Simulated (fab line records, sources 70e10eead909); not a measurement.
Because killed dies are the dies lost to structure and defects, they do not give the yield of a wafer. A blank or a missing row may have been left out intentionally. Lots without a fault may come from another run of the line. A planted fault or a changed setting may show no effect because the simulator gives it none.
fab line records + flow nand_harc
record:
- lots: 13
- wafers: 39
- last_day: 24
route steps=1159 shown A_CONTACT@855
lots with no fault: from the same line, run without faults
start_h: start of the lot's first displayed wafer, in hours after the record's first day + wait_h: time in hours since the lot's previous step + " as in the row above + L1.1+2: a single row standing in for several wafers + - no value, or no start was given + * or withheld: withheld + < > ~ a bound
route shown NAME@n: NAME is a module with steps in the file, n the number in the route of the first one + usual: mean and standard deviation over wafers with no fault + same: alike in all rows + chamber/n: place in a boat + sites: the reading at each site + _std_site: the standard deviation of these + _edge_site: the outer-site mean with the inner-site mean subtracted + radius_mm: for every site, how far away it sits from the centre of the wafer + mask NAME#n: copy n + behind: tool/chamber where the wafer was last shaped + hold: the reason the lot was held/the length of the hold in hours/how it ended + device: which transistor (n, p or np) failed to switch + end of line: tests run on the same wafers once the route is complete + where a step has no rows: the recipe by itself + killed: not the wafer's yield, but the dies lost to structure and defects at the first sort + map: shows each die of a wafer: x if killed, . if not, _ if none is there
set.NAME: the setting the step ran with; set.NAME@STEP: the setting that earlier step ran with + model.NAME: the simulator's own value behind a step, which no gauge read
the route's steps for a sample of lots (tables are steps, rows are wafers)
services: a tool's chamber out of use, with start hour (start_h, from the record's first day; less than 0 if before it), hours out, and reason
== steps ==
step: NHARC_A_CONTACT_OVL_MEAS_43
usual:
- overlay_x_nm: 0.0/0.96
- overlay_y_nm: 0.0/0.79
| lot.wafer | tool       | chamber | start_h | wait_h | overlay_x_nm | overlay_y_nm |
|-----------|------------|---------|---------|--------|--------------|--------------|
| L160.1    | overlay-02 | -       | 362.31  | -      | -0.7         | 0.3          |
| L160.5    | "          | -       | "       | "      | -0.4         | 0.9          |
| L160.6    | "          | -       | "       | "      | -0.4         | 1.0          |
| L163.3    | overlay-01 | -       | 373.57  | -      | -2.3         | -0.9         |
| L163.4    | "          | -       | "       | "      | -2.5         | -0.2         |
| L163.6    | "          | -       | "       | "      | -2.9         | -0.2         |
| L162.3    | overlay-02 | -       | 375.82  | -      | 1.3          | -0.7         |
| L162.4    | "          | -       | "       | "      | 0.6          | -0.3         |
| L162.5    | "          | -       | "       | "      | 1.3          | 0.3          |
| L165.4    | overlay-02 | -       | 390.01  | -      | 0.1          | -0.3         |
| L165.5    | "          | -       | "       | "      | 0.9          | -0.9         |
| L165.6    | "          | -       | "       | "      | 0.3          | -0.3         |
| L166.2    | overlay-01 | -       | 394.32  | -      | -0.7         | -0.6         |
| L166.5    | "          | -       | "       | "      | -0.5         | -1.1         |
| L166.6    | "          | -       | "       | "      | -0.6         | -1.3         |
| L164.2    | overlay-02 | -       | 403.27  | -      | -1.1         | 0.4          |
| L164.5    | "          | -       | "       | "      | -1.3         | 0.8          |
| L164.6    | "          | -       | "       | "      | -1.2         | 0.8          |
| L169.1    | overlay-02 | -       | 410.84  | -      | 1.0          | -0.3         |
| L169.4    | "          | -       | "       | "      | 1.2          | -0.5         |
| L169.6    | "          | -       | "       | "      | 1.1          | -0.2         |
| L168.2    | overlay-01 | -       | 426.55  | -      | 0.3          | -1.0         |
| L168.5    | "          | -       | "       | "      | -0.1         | -1.0         |
| L168.6    | "          | -       | "       | "      | 0.2          | -0.9         |
| L170.4    | overlay-02 | -       | 427.08  | -      | 0.4          | 0.9          |
| L170.5    | "          | -       | "       | "      | 0.2          | 0.4          |
| L170.6    | "          | -       | "       | "      | 0.5          | 0.9          |
| L176.3    | overlay-01 | -       | 456.23  | -      | -1.2         | -0.6         |
| L176.5    | "          | -       | "       | "      | -1.4         | -1.1         |
| L176.6    | "          | -       | "       | "      | -1.5         | 0.0          |
| L175.1    | overlay-01 | -       | 456.98  | -      | 1.1          | -0.5         |
| L175.2    | "          | -       | "       | "      | 0.6          | -0.8         |
| L175.5    | "          | -       | "       | "      | 0.5          | -1.1         |
| L182.1    | overlay-01 | -       | 500.87  | -      | -0.3         | -0.1         |
| L182.2    | "          | -       | "       | "      | 0.2          | -0.3         |
| L182.5    | "          | -       | "       | "      | 0.9          | -0.1         |
| L181.2    | overlay-02 | -       | 501.64  | -      | -1.0         | 1.9          |
| L181.4    | "          | -       | "       | "      | -0.7         | 2.3          |
| L181.5    | "          | -       | "       | "      | -0.2         | 1.7          |
step: NHARC_A_CONTACT_ETCH_49
recipe:
- target_depth_a: 2600
- over_etch_frac: 0.3
- time_s: 475.3
- ion_energy_ev: 200
- n2_flow_sccm: 150
- h2_flow_sccm: 150
- ar_flow_sccm: 0
- rf_w: 400
- bias_w: 150
- chemistry: N2/H2
usual:
- drypump_motor_current_A: 5.7/0.35
- h2_flow_sccm: 150.0/0.46
- oes_product_au: 0.998/0.011
- rf_vpp_V: 431/3
- run_length_s: 496.6/0.42
- showerhead_plenum_p_Torr: 2.05/0.11
- throttle_valve_pct: 14.170/0.0086
| lot.wafer | tool        | chamber | start_h | wait_h | drypump_motor_current_A | h2_flow_sccm | oes_product_au | rf_hours_counter_h | rf_vpp_V | run_length_s | showerhead_plenum_p_Torr | throttle_valve_pct |
|-----------|-------------|---------|---------|--------|-------------------------|--------------|----------------|--------------------|----------|--------------|--------------------------|--------------------|
| L160.1    | rie_diel-09 | 3       | 362.87  | -      | 6.2                     | 149.3        | 1.004          | 41                 | 435      | 496.7        | 2.18                     | 14.172             |
| L160.5    | "           | 1       | "       | "      | 5.2                     | 150.1        | 0.992          | -                  | 432      | 496.6        | 2.13                     | 14.157             |
| L160.6    | "           | 2       | "       | "      | 5.6                     | 149.6        | 0.996          | -                  | 431      | 495.9        | 2.05                     | 14.173             |
| L163.3    | rie_diel-09 | 2       | 373.91  | -      | 5.6                     | 150.7        | 1.005          | 42                 | 431      | 495.9        | 2.05                     | 14.187             |
| L163.4    | "           | 3       | "       | "      | 6.2                     | 149.4        | 1.012          | 44                 | 434      | 496.2        | 2.18                     | 14.177             |
| L163.6    | "           | 0       | "       | "      | 5.6                     | 149.7        | 0.993          | -                  | 427      | 496.8        | 1.92                     | 14.170             |
| L162.4    | rie_diel-09 | 2       | 376.09  | -      | 5.6                     | 150.3        | 1.009          | 43                 | 431      | 495.8        | 2.05                     | 14.184             |
| L162.3    | "           | 3       | "       | "      | 6.2                     | 150.0        | 1.007          | 45                 | 434      | 497.0        | 2.18                     | 14.182             |
| L162.5    | "           | 3       | "       | "      | 6.2                     | 150.3        | 1.005          | -                  | 435      | 496.2        | 2.18                     | 14.163             |
| L165.4    | rie_diel-02 | 1       | 390.35  | -      | 5.6                     | 150.2        | 0.974          | 18                 | 432      | 496.7        | 2.04                     | 14.173             |
| L165.6    | "           | 3       | "       | "      | 5.6                     | 150.6        | 0.990          | -                  | 426      | 496.7        | 1.91                     | 14.171             |
| L165.5    | "           | 0       | "       | "      | 5.8                     | 150.6        | 0.997          | -                  | 430      | 497.0        | 2.03                     | 14.168             |
| L166.2    | rie_diel-09 | 3       | 394.79  | -      | 6.2                     | 149.7        | 1.009          | 52                 | 434      | 496.3        | 2.18                     | 14.193             |
| L166.5    | "           | 3       | "       | "      | 6.2                     | 149.6        | 1.002          | -                  | 434      | 496.2        | 2.18                     | 14.176             |
| L166.6    | "           | 0       | "       | "      | 5.6                     | 150.1        | 1.004          | -                  | 426      | 497.6        | 1.92                     | 14.166             |
| L164.2    | rie_diel-02 | 0       | 403.60  | -      | 5.8                     | 149.7        | 1.004          | 23                 | 430      | 496.9        | 2.03                     | 14.178             |
| L164.6    | "           | 0       | "       | "      | 5.8                     | 149.3        | 1.004          | -                  | 430      | 497.2        | 2.03                     | 14.171             |
| L164.5    | "           | 1       | "       | "      | 5.6                     | 150.5        | 0.977          | -                  | 430      | 496.1        | 2.04                     | 14.168             |
| L169.1    | rie_diel-10 | 1       | 411.58  | -      | 5.8                     | 150.2        | 0.995          | 7                  | 426      | 496.4        | 1.89                     | 14.169             |
| L169.4    | "           | 2       | "       | "      | 6.7                     | 149.4        | 0.996          | 8                  | 433      | 497.1        | 2.15                     | 14.162             |
| L169.6    | "           | 2       | "       | "      | 6.8                     | 149.8        | 0.998          | -                  | 434      | 496.6        | 2.15                     | 14.174             |
| L168.2    | rie_diel-10 | 2       | 426.93  | -      | 6.7                     | 149.8        | 1.006          | 10                 | 434      | 496.8        | 2.15                     | 14.170             |
| L168.6    | "           | 3       | "       | "      | 5.5                     | 150.4        | 0.994          | -                  | 431      | 497.2        | 2.05                     | 14.163             |
| L168.5    | "           | 0       | "       | "      | 5.7                     | 150.3        | 1.011          | -                  | 435      | 497.0        | 2.18                     | 14.171             |
| L170.4    | rie_diel-02 | 2       | 427.44  | -      | 5.9                     | 150.5        | 0.973          | 35                 | 435      | 496.5        | 2.18                     | 14.166             |
| L170.6    | "           | 0       | "       | "      | 5.8                     | 150.6        | 0.999          | -                  | 429      | 496.6        | 2.03                     | 14.165             |
| L170.5    | "           | 1       | "       | "      | 5.6                     | 150.4        | 0.979          | -                  | 429      | 496.4        | 2.04                     | 14.171             |
| L176.3    | rie_diel-10 | 2       | 456.61  | -      | 6.8                     | 150.4        | 1.005          | 16                 | 433      | 496.9        | 2.15                     | 14.178             |
| L176.5    | "           | 0       | "       | "      | 5.7                     | 149.8        | 1.004          | -                  | 434      | 497.1        | 2.17                     | 14.173             |
| L176.6    | "           | 1       | "       | "      | 5.7                     | 150.5        | 1.004          | -                  | 426      | 496.1        | 1.89                     | 14.167             |
| L175.1    | rie_diel-02 | 0       | 457.29  | -      | 5.8                     | 149.8        | 1.016          | 46                 | 429      | 340.4        | 2.02                     | 14.153             |
| L175.2    | "           | 2       | "       | "      | 5.9                     | 150.3        | 0.989          | 48                 | 435      | 496.4        | 2.18                     | 14.165             |
| L175.5    | "           | 1       | "       | "      | 5.6                     | 150.0        | 0.985          | -                  | 432      | 495.9        | 2.03                     | 14.175             |
| L182.1    | rie_diel-09 | 3       | 501.22  | -      | 6.2                     | 150.2        | 1.018          | 23                 | 434      | 496.5        | 2.16                     | 14.157             |
| L182.2    | "           | 0       | "       | "      | 5.5                     | 150.3        | 1.007          | 22                 | 426      | 496.9        | 1.90                     | 14.173             |
| L182.5    | "           | 2       | "       | "      | 5.6                     | 150.2        | 1.016          | -                  | 430      | 496.4        | 2.04                     | 14.174             |
| L181.2    | rie_diel-10 | 0       | 501.95  | -      | 5.7                     | 150.5        | 1.012          | 24                 | 433      | 497.5        | 2.17                     | 14.168             |
| L181.4    | "           | 2       | "       | "      | 6.7                     | 150.1        | 0.997          | 19                 | 432      | 496.3        | 2.15                     | 14.157             |
| L181.5    | "           | 3       | "       | "      | 5.5                     | 149.3        | 0.988          | -                  | 432      | 496.5        | 2.05                     | 14.177             |
step: NHARC_A_CONTACT_ETCH_112
recipe:
- source_w: withheld
- pressure_mtorr: 20
- bias_v: 3000
- time_s: 94
- target_depth_a: 9220
- ar_flow_sccm: withheld
- c4f8_flow_sccm: withheld
- o2_flow_sccm: withheld
- chemistry: C4F8/O2/Ar
usual:
- run_length_s: 94/0
| lot.wafer | tool            | chamber | start_h | wait_h | rf_hours_counter_h | run_length_s |
|-----------|-----------------|---------|---------|--------|--------------------|--------------|
| L160.1    | har_cap_etch-02 | 1       | 364.58  | 0.1    | 9                  | 94           |
| L160.6    | "               | 0       | "       | "      | -                  | 94           |
| L160.5    | "               | 1       | "       | "      | -                  | 94           |
| L163.3    | har_cap_etch-01 | 1       | 375.16  | 0.1    | -                  | 94           |
| L163.4    | "               | 0       | "       | "      | -                  | 94           |
| L163.6    | "               | 1       | "       | "      | -                  | 94           |
| L162.3    | har_cap_etch-02 | 0       | 377.40  | 0.1    | -                  | 94           |
| L162.4    | "               | 1       | "       | "      | -                  | 94           |
| L162.5    | "               | 1       | "       | "      | -                  | 94           |
| L165.4    | har_cap_etch-02 | 0       | 391.64  | 0.1    | -                  | 94           |
| L165.5    | "               | 1       | "       | "      | -                  | 94           |
| L165.6    | "               | 0       | "       | "      | -                  | 94           |
| L166.2    | har_cap_etch-01 | 0       | 396.15  | 0.1    | 61                 | 94           |
| L166.6    | "               | 1       | "       | "      | -                  | 94           |
| L166.5    | "               | 0       | "       | "      | -                  | 94           |
| L164.2    | har_cap_etch-03 | 0       | 404.90  | 0.2    | 86                 | 94           |
| L164.5    | "               | 0       | "       | "      | -                  | 94           |
| L164.6    | "               | 1       | "       | "      | -                  | 94           |
| L169.1    | har_cap_etch-02 | 1       | 412.94  | 0.2    | 17                 | 94           |
| L169.4    | "               | 0       | "       | "      | -                  | 94           |
| L169.6    | "               | 0       | "       | "      | -                  | 94           |
| L168.2    | har_cap_etch-02 | 0       | 428.10  | 0.2    | 20                 | 94           |
| L168.6    | "               | 0       | "       | "      | -                  | 94           |
| L168.5    | "               | 1       | "       | "      | -                  | 94           |
| L170.4    | har_cap_etch-01 | 0       | 428.83  | 0.1    | -                  | 94           |
| L170.6    | "               | 0       | "       | "      | -                  | 94           |
| L170.5    | "               | 1       | "       | "      | -                  | 94           |
| L176.3    | har_cap_etch-03 | 1       | 457.90  | 0.1    | -                  | 94           |
| L176.5    | "               | 1       | "       | "      | -                  | 94           |
| L176.6    | "               | 0       | "       | "      | -                  | 94           |
| L175.2    | har_cap_etch-01 | 1       | 458.62  | 0.2    | 73                 | 94           |
| L175.1    | "               | 0       | "       | "      | 73                 | 94           |
| L175.5    | "               | 1       | "       | "      | -                  | 94           |
| L182.1    | har_cap_etch-02 | 0       | 502.43  | 0.2    | 33                 | 94           |
| L182.2    | "               | 1       | "       | "      | 33                 | 94           |
| L182.5    | "               | 0       | "       | "      | -                  | 94           |
| L181.2    | har_cap_etch-01 | 1       | 503.21  | 0.1    | 80                 | 94           |
| L181.4    | "               | 0       | "       | "      | -                  | 94           |
| L181.5    | "               | 0       | "       | "      | -                  | 94           |
step: NHARC_A_CONTACT_ETCH_115
recipe:
- source_w: withheld
- pressure_mtorr: 20
- bias_v: 3000
- time_s: 94
- target_depth_a: 9220
- ar_flow_sccm: withheld
- c4f8_flow_sccm: withheld
- o2_flow_sccm: withheld
- chemistry: C4F8/O2/Ar
usual:
- run_length_s: 94/0
| lot.wafer | tool            | chamber | start_h | wait_h | rf_hours_counter_h | run_length_s |
|-----------|-----------------|---------|---------|--------|--------------------|--------------|
| L160.1    | har_cap_etch-02 | 1       | 364.86  | 0.1    | 9                  | 94           |
| L160.6    | "               | 0       | "       | "      | -                  | 94           |
| L160.5    | "               | 1       | "       | "      | -                  | 94           |
| L163.3    | har_cap_etch-01 | 1       | 375.43  | 0.1    | -                  | 94           |
| L163.4    | "               | 0       | "       | "      | -                  | 94           |
| L163.6    | "               | 1       | "       | "      | -                  | 94           |
| L162.3    | har_cap_etch-02 | 0       | 377.68  | 0.1    | -                  | 94           |
| L162.4    | "               | 1       | "       | "      | -                  | 94           |
| L162.5    | "               | 1       | "       | "      | -                  | 94           |
| L165.4    | har_cap_etch-02 | 0       | 391.92  | 0.1    | -                  | 94           |
| L165.5    | "               | 1       | "       | "      | -                  | 94           |
| L165.6    | "               | 0       | "       | "      | -                  | 94           |
| L166.2    | har_cap_etch-01 | 0       | 396.42  | 0.1    | 62                 | 94           |
| L166.6    | "               | 1       | "       | "      | -                  | 94           |
| L166.5    | "               | 0       | "       | "      | -                  | 94           |
| L164.2    | har_cap_etch-03 | 0       | 405.17  | 0.1    | 86                 | 94           |
| L164.5    | "               | 0       | "       | "      | -                  | 94           |
| L164.6    | "               | 1       | "       | "      | -                  | 94           |
| L169.1    | har_cap_etch-02 | 1       | 413.21  | 0.1    | 18                 | 94           |
| L169.4    | "               | 0       | "       | "      | -                  | 94           |
| L169.6    | "               | 0       | "       | "      | -                  | 94           |
| L168.2    | har_cap_etch-02 | 0       | 428.37  | 0.1    | 20                 | 94           |
| L168.6    | "               | 0       | "       | "      | -                  | 94           |
| L168.5    | "               | 1       | "       | "      | -                  | 94           |
| L170.4    | har_cap_etch-01 | 0       | 429.10  | 0.1    | -                  | 94           |
| L170.6    | "               | 0       | "       | "      | -                  | 94           |
| L170.5    | "               | 1       | "       | "      | -                  | 94           |
| L176.3    | har_cap_etch-03 | 1       | 458.17  | 0.1    | -                  | 94           |
| L176.5    | "               | 1       | "       | "      | -                  | 94           |
| L176.6    | "               | 0       | "       | "      | -                  | 94           |
| L175.2    | har_cap_etch-01 | 1       | 458.89  | 0.1    | 73                 | 94           |
| L175.1    | "               | 0       | "       | "      | 73                 | 94           |
| L175.5    | "               | 1       | "       | "      | -                  | 94           |
| L182.1    | har_cap_etch-02 | 0       | 502.71  | 0.1    | 33                 | 94           |
| L182.2    | "               | 1       | "       | "      | 33                 | 94           |
| L182.5    | "               | 0       | "       | "      | -                  | 94           |
| L181.2    | har_cap_etch-01 | 1       | 503.48  | 0.1    | 80                 | 94           |
| L181.4    | "               | 0       | "       | "      | -                  | 94           |
| L181.5    | "               | 0       | "       | "      | -                  | 94           |
== services ==
| tool            | chamber | start_h | hours | kind       |
|-----------------|---------|---------|-------|------------|
| har_cap_etch-03 | -       | 346.23  | 0.3   | repair     |
| rie_diel-10     | -       | 353.58  | 9.0   | pm         |
| rie_diel-09     | 0       | 361.44  | -     | clean      |
| rie_diel-09     | 1       | 361.44  | -     | clean      |
| rie_diel-09     | 2       | 361.44  | -     | clean      |
| rie_diel-09     | 3       | 361.44  | -     | clean      |
| rie_diel-02     | 1       | 377.35  | 2.2   | repair     |
| rie_diel-09     | 0       | 385.94  | -     | clean      |
| rie_diel-09     | 1       | 385.94  | -     | clean      |
| rie_diel-09     | 2       | 385.94  | -     | clean      |
| rie_diel-09     | 3       | 385.94  | -     | clean      |
| rie_diel-09     | 2       | 401.69  | 12.6  | repair     |
| har_cap_etch-02 | -       | 408.66  | 1.6   | repair     |
| rie_diel-09     | 0       | 410.44  | -     | clean      |
| rie_diel-09     | 1       | 410.44  | -     | clean      |
| rie_diel-09     | 3       | 410.44  | -     | clean      |
| rie_diel-09     | 2       | 428.25  | 14.1  | repair     |
| rie_diel-09     | -       | 431.26  | 9.0   | pm         |
| rie_diel-09     | 0       | 431.26  | 9.0   | vent_cycle |
| rie_diel-09     | 1       | 431.26  | 9.0   | vent_cycle |
| rie_diel-09     | 3       | 431.26  | 9.0   | vent_cycle |
| rie_diel-09     | 3       | 453.44  | 1.9   | repair     |
| rie_diel-09     | -       | 461.79  | 0.3   | repair     |
| rie_diel-10     | 2       | 462.02  | 18.7  | repair     |
== key ==
first_sign:
- step: NHARC_A_CONTACT_ETCH_49
- reading: run_length_s
- direction: down
- sigmas: 99+
- usual: *
- struck: *
effect none on later readings
met_at NHARC_A_CONTACT_ETCH_49
struck_lots L175
struck_wafers L175.1
later_rows_left_out L175.1
sort_left_out L175.1
tester_left_out L175
not_acting_at NHARC_A_CONTACT_OVL_MEAS_43,NHARC_A_CONTACT_ETCH_112,NHARC_A_CONTACT_ETCH_115
onset_between 427.44 457.29
fault:
- kind: process_parameter_drift
- tool: rie_diel-02
- chamber: 0
- onset_h: 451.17
- steps: NHARC_A_CONTACT_ETCH_49
- channel: time_s
- offset: *
- shape: step
- end_h: 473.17
- acts_in: *
- stated: *
tester_left_out: of these lots the tester's yield and bins aren't shown, on N5 and GAA mostly nor the transistor test; their killed dies are dies lost to structure and defects alone, not to doping, threshold or leakage, so they don't give the yield
sort_left_out: the simulated sort isn't trusted on such a fault, so these wafers' sort isn't shown, and their yield isn't known
later_rows_left_out: the simulator's readings of these wafers behind a module that went badly wrong aren't trusted and aren't shown, but for the sort
